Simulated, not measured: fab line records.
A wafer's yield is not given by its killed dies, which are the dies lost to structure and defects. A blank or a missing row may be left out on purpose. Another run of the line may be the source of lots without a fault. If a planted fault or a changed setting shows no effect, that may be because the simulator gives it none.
Which tool was responsible? -- flow n5Finfet -- 10 lots, 26 wafers sampled, at 7 steps of a route of 1938

WHAT THE GAUGES READ, wafer by wafer
N5_DUMMY_GATE_INSPECT_27: inspects for defects (brightfield). Usual: rawDefectCount reads 301 (standard deviation 59).
lot,measured,on,rawDefectCount,flag
L536,day 3 03:58,defectInspect-02,247 293 257,
L541,day 4 06:26,defectInspect-01,291 222 263,
L542,day 4 11:26,defectInspect-01,321 260 187,
L545,day 5 07:17,defectInspect-02,400 414 335,
L546,day 5 13:55,defectInspect-01,342 336 270,
L547,day 5 22:24,defectInspect-01,273 251 370,
L548,day 6 03:58,defectInspect-01,248 259,
L551,day 6 18:39,defectInspect-02,234 443,
L557,day 8 07:28,defectInspect-02,251 246,
L559,day 8 17:37,defectInspect-01,324 318,

N5_SD_EPI_N_OVL_MEAS_10. Usual: for SD_N_BLK_OVL the level is 0.5 nm and the standard deviation is 0.84.
lot,measured,on,SD_N_BLK_OVL (nm),flag
L536,day 3 05:00,overlay-02,-0.4 -0.2 -0.4,
L541,day 4 07:35,overlay-01,-0.6 -0.5 1.5,
L542,day 4 12:28,overlay-01,0.0 -0.3 -0.2,
L545,day 5 08:19,overlay-01,1.0 0.5 0.0,
L546,day 5 14:49,overlay-01,0.6 2.1 0.9,
L547,day 5 23:26,overlay-01,0.0 -0.3 -1.2,
L548,day 6 05:03,overlay-01,0.7 1.1,
L551,day 6 19:42,overlay-02,1.4 0.2,
L557,day 8 08:30,overlay-02,0.3 0.6,
L559,day 8 19:09,overlay-01,1.3 2.0,

N5_SD_EPI_N_EPI_MEAS_23. Usual: thkNm reads 59.3 nm (standard deviation 1.2).
lot,measured,on,thkNm (nm),flag
L536,day 3 09:12,filmMetro-01,59.5 61.0 59.0,
L541,day 4 11:48,filmMetro-01,58.5 60.4 59.0,
L542,day 4 15:55,filmMetro-02,59.0 59.6 58.9,
L545,day 5 12:31,filmMetro-01,61.9 60.1 60.5,
L546,day 5 19:01,filmMetro-01,45.7 46.6 58.9,OFF
L547,day 6 03:37,filmMetro-02,46.8 46.0 60.9,OFF
L548,day 6 09:07,filmMetro-02,60.4 61.1,
L551,day 6 23:29,filmMetro-02,59.6 58.1,
L557,day 8 12:17,filmMetro-02,58.6 57.3,
L559,day 8 22:37,filmMetro-02,58.1 58.7,

N5_SD_EPI_N_INSPECT_26: inspects for defects (darkfield). Usual: rawDefectCount reads 208 (standard deviation 40).
lot,measured,on,rawDefectCount,flag
L536,day 3 09:53,defectInspect-01,161 168 163,
L541,day 4 12:23,defectInspect-01,211 271 284,
L542,day 4 16:52,defectInspect-01,254 193 147,
L545,day 5 13:04,defectInspect-01,265 281 307,
L546,day 5 19:34,defectInspect-02,187 204 182,
L547,day 6 04:52,defectInspect-01,237 176 232,
L548,day 6 09:40,defectInspect-02,126 194,
L551,day 7 00:06,defectInspect-02,146 252,
L557,day 8 12:55,defectInspect-01,247 155,
L559,day 8 23:17,defectInspect-02,230 230,

N5_SD_ACTIVATION_RS_MEAS_03: uses a four-point probe to measure. Usual: RS_SD_N 21.9 ohm/sq, standard deviation 0.33; RS_SD_P 56.1 ohm/sq, standard deviation 0.91.
lot,measured,on,RS_SD_N (ohm/sq),RS_SD_P (ohm/sq),flag
L536,day 3 14:56,filmMetro-01,22.3 21.9 22.5,57.1 57.3 57.2,
L541,day 4 17:56,filmMetro-01,21.7 22.2 22.1,58.2 56.8 57.6,
L542,day 4 21:32,filmMetro-02,22.2 22.0 22.1,56.2 56.6 56.3,
L545,day 5 17:49,filmMetro-01,21.4 21.4 21.1,55.8 55.3 55.2,
L546,day 6 00:24,filmMetro-02,28.4 28.1 21.8,55.9 55.9 56.3,OFF
L547,day 6 10:29,filmMetro-02,27.4 27.6 21.1,55.9 55.8 56.3,OFF
L548,day 6 14:19,filmMetro-01,21.4 21.3,54.6 55.5,
L551,day 7 05:34,filmMetro-02,22.0 22.0,54.9 54.4,
L557,day 8 17:33,filmMetro-01,21.6 22.1,55.0 55.5,
L559,day 9 03:59,filmMetro-02,22.3 22.4,55.3 55.8,

N5_BEOL_M4_RC_MEAS_101. Usual: DIBL_N 36.5 mV/V, standard deviation 2.2; DIBL_P 36.9 mV/V, standard deviation 2.9; IOFF_N 0.17 nA/um, standard deviation 0.044; IOFF_P 0.22 nA/um, standard deviation 0.052; ION_N 671 uA/um, standard deviation 16; ION_P 461 uA/um, standard deviation 10; REXT_N 75.4 ohm.um, standard deviation 2.1; RS_SD_N 28.3 ohm/sq, standard deviation 0.46; SS_N 71.6 mV/dec, standard deviation 0.73; SS_P 73.5 mV/dec, standard deviation 0.79; VT_N 250 mV, standard deviation 4.1; VT_P -250 mV, standard deviation 4.1.
lot,measured,on,DIBL_N (mV/V),DIBL_P (mV/V),IOFF_N (nA/um),IOFF_P (nA/um),ION_N (uA/um),ION_P (uA/um),REXT_N (ohm.um),RS_SD_N (ohm/sq),SS_N (mV/dec),SS_P (mV/dec),VT_N (mV),VT_P (mV),flag
L536,day 8 10:38,prober-01,34.2 35.1 32.4,34.7 37.1 30.0,0.12 0.13 0.09,0.16 0.19 0.10,667 674 647,455 463 440,78.7 78.4 76.5,28.9 28.6 28.8,70.9 71.0 70.4,72.1 72.9 71.1,253 252 260,-255 -254 -262,
L541,day 9 15:44,prober-02,36.2 35.3 36.0,37.7 36.1 37.1,0.19 0.17 0.16,0.27 0.24 0.24,680 671 668,476 462 467,75.6 74.8 75.8,28.4 28.8 29.0,71.6 70.7 71.7,73.3 73.0 74.0,245 249 251,-245 -247 -249,
L542,day 9 21:05,prober-01,37.5 34.3 36.0,38.7 35.8 36.9,0.20 0.14 0.16,0.24 0.20 0.20,692 654 671,466 450 457,75.7 76.8 75.8,28.8 28.6 28.5,72.0 71.6 72.1,74.6 73.7 73.9,246 253 251,-251 -252 -249,
L545,day 10 18:16,prober-01,38.5 42.5 39.5,37.3 43.5 39.5,0.19 0.31 0.23,0.25 0.40 0.30,694 705 695,466 483 477,72.7 72.6 72.1,27.5 27.6 27.1,72.3 72.5 72.6,73.6 75.3 73.9,247 241 247,-248 -241 -245,
L546,day 11 12:47,prober-02,36.9 37.3 37.2,37.6 38.7 40.4,0.17 0.16 0.22,0.21 0.23 0.25,659 664 709,452 466 475,86.1 87.3 78.2,36.4 36.6 28.3,71.5 71.2 71.3,73.4 74.4 73.4,248 248 243,-252 -249 -247,OFF
L547,day 11 20:53,prober-01,33.9 39.3 36.5,32.6 38.4 35.0,0.10 0.18 0.14,0.14 0.21 0.17,648 656 657,448 446 454,85.5 85.4 76.8,35.3 35.7 27.5,70.2 72.4 71.5,73.1 73.8 72.4,258 253 254,-258 -252 -255,OFF
L548,day 11 18:34,prober-02,33.5 37.1,34.2 38.5,0.13 0.20,0.19 0.26,665 674,461 464,75.6 74.0,27.8 27.4,71.0 72.0,72.3 73.7,251 246,-248 -246,
L551,day 13 03:30,prober-01,38.2 37.5,39.8 38.9,0.20 0.18,0.25 0.24,684 670,468 459,73.8 74.1,28.3 28.6,72.4 72.2,73.7 73.6,249 249,-249 -251,
L557,day 14 06:13,prober-02,38.1 36.0,37.4 34.1,0.16 0.12,0.24 0.16,648 654,447 448,76.8 76.0,27.7 28.6,71.6 71.5,74.0 72.8,252 256,-250 -254,
L559,day 15 04:48,prober-01,40.2 42.3,42.9 44.0,0.23 0.28,0.29 0.33,669 702,456 471,80.3 76.8,29.2 29.2,72.3 73.4,74.7 75.0,248 242,-247 -243,

WHICH TOOL RAN EACH LOT (tool, then ch and the chambers of the sampled wafers, then the start)
lot,N5_SD_EPI_N_EPI_21
L536,"epiRpcvd-02 ch 0, day 3 06:55"
L541,"epiRpcvd-02 ch 0, day 4 09:31"
L542,"epiRpcvd-01 ch 0, day 4 14:45"
L545,"epiRpcvd-01 ch 0, day 5 10:59"
L546,"epiRpcvd-01 ch 0, day 5 16:44"
L547,"epiRpcvd-01 ch 0, day 6 01:21"
L548,"epiRpcvd-04 ch 0, day 6 06:50"
L551,"epiRpcvd-04 ch 0, day 6 22:18"
L557,"epiRpcvd-04 ch 0, day 8 10:34"
L559,"epiRpcvd-02 ch 0, day 8 21:43"
- N5_SD_EPI_N_EPI_21: deposits Si:P, time 690 s.

AS READ BY THE TOOLS THEMSELVES (means over the sampled wafers that have a number; for cases with no such wafer, the mark the record gives instead)
N5_SD_EPI_N_EPI_21. Usual: susceptor_temp_C_max reads 681.1 (standard deviation 0.39).
lot,tool,susceptor_temp_C_max,flag
L536,epiRpcvd-02,681.2,
L541,epiRpcvd-02,680.4,
L542,epiRpcvd-01,681.2,
L545,epiRpcvd-01,681.5,
L546,epiRpcvd-01,681.3,
L547,epiRpcvd-01,681.3,
L548,epiRpcvd-04,681.2,
L551,epiRpcvd-04,680.9,
L557,epiRpcvd-04,680.9,
L559,epiRpcvd-02,681.1,

THE ANSWER, worked out from the rows above alone
Rule: a lot counts as off when the mean over its wafers that have a number is more than 3 standard deviations away from the usual mean. Also off: a lot with no number at a reading for which 4 or more lots have one. All remaining lots with rows at the step are treated as sound. Order of review: gauges by route order, followed by the tools' own readings, for which a lot's mean as printed above is used. At the first step where some lot is off, the reading lying furthest off is the one used; lots without a number count as furthest.
Off: L546, L547, at N5_SD_EPI_N_EPI_MEAS_23 (thkNm).
A tool fits if, at a process step before that reading, it ran every lot that is off, and no sound lot after the first of them. The gauges at N5_SD_EPI_N_EPI_MEAS_23 aren't tried: what is off there is off at N5_BEOL_M4_RC_MEAS_101 too, on other tools, and a gauge's error can't cause that. One fits: epiRpcvd-01 at N5_SD_EPI_N_EPI_21. A fault onset in the window from L545 (day 5 10:59, its last sound lot) to L546 (day 5 16:44, its first lot off) fits.

WHAT WAS PUT IN BY THE SIMULATOR
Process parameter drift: epiRpcvd-01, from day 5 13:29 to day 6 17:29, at N5_SD_EPI_N_EPI_21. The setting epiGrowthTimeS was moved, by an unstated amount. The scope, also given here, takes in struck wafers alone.
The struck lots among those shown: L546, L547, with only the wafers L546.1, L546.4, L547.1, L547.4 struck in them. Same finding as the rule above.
